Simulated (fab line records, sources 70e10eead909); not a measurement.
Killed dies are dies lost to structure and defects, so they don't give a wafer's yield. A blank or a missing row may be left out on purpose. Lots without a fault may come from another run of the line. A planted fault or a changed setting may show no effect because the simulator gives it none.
Which tool did it? | flow nand_harc | 24 lots, 72 wafers sampled, at 2 steps of a route of 1302

WHAT THE GAUGES READ, wafer by wafer
NHARC_A_SLIT_CD_MEAS_21.
lot  | measured     | on        | cd_nm (nm)
L074 | day 19 23:32 | cd_sem-03 | 289.6 289.6 290.1
L077 | day 20 21:34 | cd_sem-01 | 290.5 290.7 290.4
L075 | day 20 20:50 | cd_sem-02 | 289.6 288.3 288.4
L078 | day 21 09:32 | cd_sem-01 | 289.3 288.9 289.0
L076 | day 21 10:56 | cd_sem-02 | 290.1 290.3 290.6
L080 | day 22 17:01 | cd_sem-02 | 290.6 289.7 290.4
L079 | day 22 16:49 | cd_sem-02 | 289.7 289.7 289.6
L081 | day 23 04:08 | cd_sem-01 | 288.9 288.6 288.9
L082 | day 23 02:03 | cd_sem-02 | 288.3 289.0 288.4
L085 | day 24 16:08 | cd_sem-03 | 288.9 289.0 288.7
L083 | day 24 15:25 | cd_sem-02 | 291.2 289.8 290.9
L086 | day 24 22:11 | cd_sem-02 | 289.1 289.1 289.0
L084 | day 24 22:01 | cd_sem-02 | 289.5 289.4 289.5
L087 | day 25 17:52 | cd_sem-02 | 289.3 289.9 290.2
L091 | day 26 02:50 | cd_sem-02 | 290.1 289.8 289.8
L088 | day 26 04:03 | cd_sem-01 | 289.8 289.6 288.9
L090 | day 26 06:41 | cd_sem-01 | 289.6 289.3 289.9
L089 | day 26 16:50 | cd_sem-03 | 288.3 288.4 287.7
L092 | day 27 05:24 | cd_sem-02 | 289.2 289.0 289.2
L093 | day 28 02:22 | cd_sem-01 | 290.9 290.0 290.5
L096 | day 28 21:04 | cd_sem-03 | 288.9 288.6 288.9
L094 | day 28 21:55 | cd_sem-02 | 291.0 290.0 290.7
L095 | day 29 00:55 | cd_sem-03 | 288.8 289.4 289.0
L097 | day 29 07:05 | cd_sem-02 | 290.3 289.1 290.7

WHICH TOOL RAN EACH LOT (tool, then ch and the chambers of the sampled wafers, then the start)
lot  | NHARC_A_SGD_CUT_STRIP_17
L074 | rie_diel-07 ch 0,2,3, day 19 23:32 or earlier
L077 | rie_diel-11 ch 0,1, day 20 21:34 or earlier
L075 | rie_diel-07 ch 0,1,2, day 20 20:50 or earlier
L078 | rie_diel-07 ch 0,2, day 21 09:32 or earlier
L076 | rie_diel-01 ch 0,2,3, day 21 10:56 or earlier
L080 | rie_diel-07 ch 0,2, day 22 17:01 or earlier
L079 | rie_diel-11 ch 1,2,3, day 22 16:49 or earlier
L081 | rie_diel-11 ch 0,1,3, day 23 04:08 or earlier
L082 | rie_diel-07 ch 1,2,3, day 23 02:03 or earlier
L085 | rie_diel-01 ch 0,3, day 24 16:08 or earlier
L083 | rie_diel-07 ch 0,1,2, day 24 15:25 or earlier
L086 | rie_diel-01 ch 0,3, day 24 22:11 or earlier
L084 | rie_diel-07 ch 0,1,2, day 24 22:01 or earlier
L087 | rie_diel-11 ch 0,3, day 25 17:52 or earlier
L091 | rie_diel-07 ch 0,1,2, day 26 02:50 or earlier
L088 | rie_diel-11 ch 2,3, day 26 04:03 or earlier
L090 | rie_diel-01 ch 1,3, day 26 06:41 or earlier
L089 | rie_diel-07 ch 0,3, day 26 16:50 or earlier
L092 | rie_diel-07 ch 0,1,3, day 27 05:24 or earlier
L093 | rie_diel-01 ch 0,1,2, day 28 02:22 or earlier
L096 | rie_diel-01 ch 1,3, day 28 21:04 or earlier
L094 | rie_diel-11 ch 1,3, day 28 21:55 or earlier
L095 | rie_diel-01 ch 1,2, day 29 00:55 or earlier
L097 | rie_diel-11 ch 0,1, day 29 07:05 or earlier
- NHARC_A_SGD_CUT_STRIP_17: strips in O2.

WHAT THE TOOLS THEMSELVES READ (means of the sampled wafers that have a number; where no wafer has one, the mark that the record gives instead)
NHARC_A_SGD_CUT_STRIP_17.
lot  | tool        | chamber_pressure_mTorr (mTorr) | drypump_motor_current_A (A) | oes_product_au (a.u.) | rf_vpp_V (V) | showerhead_plenum_p_Torr (Torr) | throttle_valve_pct (%)
L074 | rie_diel-07 | 60.03                          | 5.5                         | 1.002                 | 58.3         | 3.68                            | 17.033
L077 | rie_diel-11 | 60.03                          | 6.0                         | 0.997                 | 58.4         | 3.40                            | 17.032
L075 | rie_diel-07 | 59.98                          | 5.5                         | 1.002                 | 58.7         | 3.59                            | 17.043
L078 | rie_diel-07 | 59.98                          | 4.9                         | 1.005                 | 57.9         | 3.72                            | 17.035
L076 | rie_diel-01 | 60.02                          | 5.6                         | 1.003                 | 58.1         | 3.55                            | 17.027
L080 | rie_diel-07 | 60.01                          | 5.2                         | 0.996                 | 59.0         | 3.67                            | 17.029
L079 | rie_diel-11 | 59.97                          | 5.7                         | 0.990                 | 58.2         | 3.65                            | 17.038
L081 | rie_diel-11 | 59.99                          | 5.7                         | 0.997                 | 57.4         | 3.51                            | 17.038
L082 | rie_diel-07 | 59.97                          | 6.1                         | 0.989                 | 58.5         | 3.54                            | 17.040
L085 | rie_diel-01 | 59.99                          | 5.5                         | 1.012                 | 58.0         | 3.55                            | 17.038
L083 | rie_diel-07 | 60.03                          | 5.5                         | 1.004                 | 58.3         | 3.58                            | 17.029
L086 | rie_diel-01 | 59.99                          | 5.4                         | 0.998                 | 57.4         | 3.60                            | 17.041
L084 | rie_diel-07 | 60.05                          | 5.5                         | 0.991                 | 57.4         | 3.58                            | 17.038
L087 | rie_diel-11 | 59.98                          | 5.6                         | 0.987                 | 56.9         | 3.49                            | 17.040
L091 | rie_diel-07 | 60.00                          | 5.5                         | 1.000                 | 57.6         | 3.58                            | 17.033
L088 | rie_diel-11 | 60.04                          | 5.6                         | 0.996                 | 59.1         | 3.63                            | 17.032
L090 | rie_diel-01 | 59.95                          | 6.1                         | 0.996                 | 57.5         | 3.59                            | 17.040
L089 | rie_diel-07 | 59.99                          | 5.8                         | 0.993                 | 58.1         | 3.68                            | 17.039
L092 | rie_diel-07 | 60.00                          | 5.8                         | 1.000                 | 58.1         | 3.59                            | 17.040
L093 | rie_diel-01 | 60.02                          | 6.0                         | 0.998                 | 57.5         | 3.52                            | 17.038
L096 | rie_diel-01 | 60.01                          | 5.8                         | 0.997                 | 58.3         | 3.61                            | 17.042
L094 | rie_diel-11 | 60.00                          | 5.6                         | 0.988                 | 57.8         | 3.62                            | 17.033
L095 | rie_diel-01 | 59.96                          | 6.3                         | 1.003                 | 57.4         | 3.54                            | 17.032
L097 | rie_diel-11 | 59.96                          | 5.9                         | 0.984                 | 57.9         | 3.39                            | 17.035

THE ANSWER, worked out from the rows above alone
Rule: what is usual is taken from the lots themselves. Put in order of their means at a reading, lots are off if they are a third of the lots or fewer, leave a main group of 4 or more, and stand apart from it by a gap of 3 or more times the standard deviation of the main group's means; of several such gaps the widest counts. A main group whose means are all the same, to the digits that the tables above print for the reading, isn't used. A lot without any number at a reading at which 4 lots or more have one is off too. The other lots that the step has rows for count as sound. The gauges are gone through in route order, then the tools' own readings, and for those a lot's mean is taken as printed above. The first step at which some lot is off is used, and at that step the reading that is off furthest; a lot without a number counts as furthest.
No lot is off at any reading shown: from this, nothing can be told.

WHAT THE SIMULATOR HAD PUT IN
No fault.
